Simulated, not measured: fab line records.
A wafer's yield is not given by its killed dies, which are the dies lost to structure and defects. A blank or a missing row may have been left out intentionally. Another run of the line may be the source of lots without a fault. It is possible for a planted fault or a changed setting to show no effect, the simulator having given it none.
Matching of chambers || flow n5-finfet || 4 sister chambers for N5_MOL_CONTACT_COAG_ETCH_89 on rie-diel-03
The step etches underlayer in N2/H2, target depth 13 nm, time 10.4 s. 4 wafers are shown with their chamber, then 10 later ones without.

## EACH WAFER AND ITS CHAMBER
{"wafer": "L083.1", "chamber": 3, "showerhead-plenum-p-Torr (Torr)": 2.61}
{"wafer": "L087.2", "chamber": 1, "showerhead-plenum-p-Torr (Torr)": 2.56}
{"wafer": "L088.1", "chamber": 2, "showerhead-plenum-p-Torr (Torr)": 2.52}
{"wafer": "L088.2", "chamber": 0, "showerhead-plenum-p-Torr (Torr)": 2.66}

## WAFERS MISSING THEIR CHAMBER
{"wafer": "L088.5", "showerhead-plenum-p-Torr (Torr)": 2.52}
{"wafer": "L089.1", "showerhead-plenum-p-Torr (Torr)": 2.52}
{"wafer": "L089.5", "showerhead-plenum-p-Torr (Torr)": 2.55}
{"wafer": "L089.6", "showerhead-plenum-p-Torr (Torr)": 2.52}
{"wafer": "L094.2", "showerhead-plenum-p-Torr (Torr)": 2.65}
{"wafer": "L094.5", "showerhead-plenum-p-Torr (Torr)": 2.55}
{"wafer": "L094.6", "showerhead-plenum-p-Torr (Torr)": 2.51}
{"wafer": "L096.1", "showerhead-plenum-p-Torr (Torr)": 2.51}
{"wafer": "L096.2", "showerhead-plenum-p-Torr (Torr)": 2.65}
{"wafer": "L096.3", "showerhead-plenum-p-Torr (Torr)": 2.55}

## THE CHAMBER EACH PASSED THROUGH
{"wafer": "L088.5", "from the rows above": 2, "in truth": 2}
{"wafer": "L089.1", "from the rows above": 2, "in truth": 2}
{"wafer": "L089.5", "from the rows above": 1, "in truth": 1}
{"wafer": "L089.6", "from the rows above": 2, "in truth": 2}
{"wafer": "L094.2", "from the rows above": 0, "in truth": 0}
{"wafer": "L094.5", "from the rows above": 1, "in truth": 1}
{"wafer": "L094.6", "from the rows above": 2, "in truth": 2}
{"wafer": "L096.1", "from the rows above": 2, "in truth": 2}
{"wafer": "L096.2", "from the rows above": 0, "in truth": 0}
{"wafer": "L096.3", "from the rows above": 1, "in truth": 1}
Correctly placed: 10 of 10. Can't be placed from these rows: 0. 0 placed wrongly.
How it was worked out, from the rows above alone: a wafer's distance from a chamber is the root of the sum, over the readings, of the square of ((its reading less the chamber's mean) divided by the reading's scatter). If the next closest chamber is less than 2 further off than the closest, the wafer can't be placed; otherwise it belongs to the closest. The mean given for a chamber averages the wafers shown for that chamber. The scatter: root of mean squared gap, hidden wafer to nearest shown wafer, with one shown wafer a chamber.
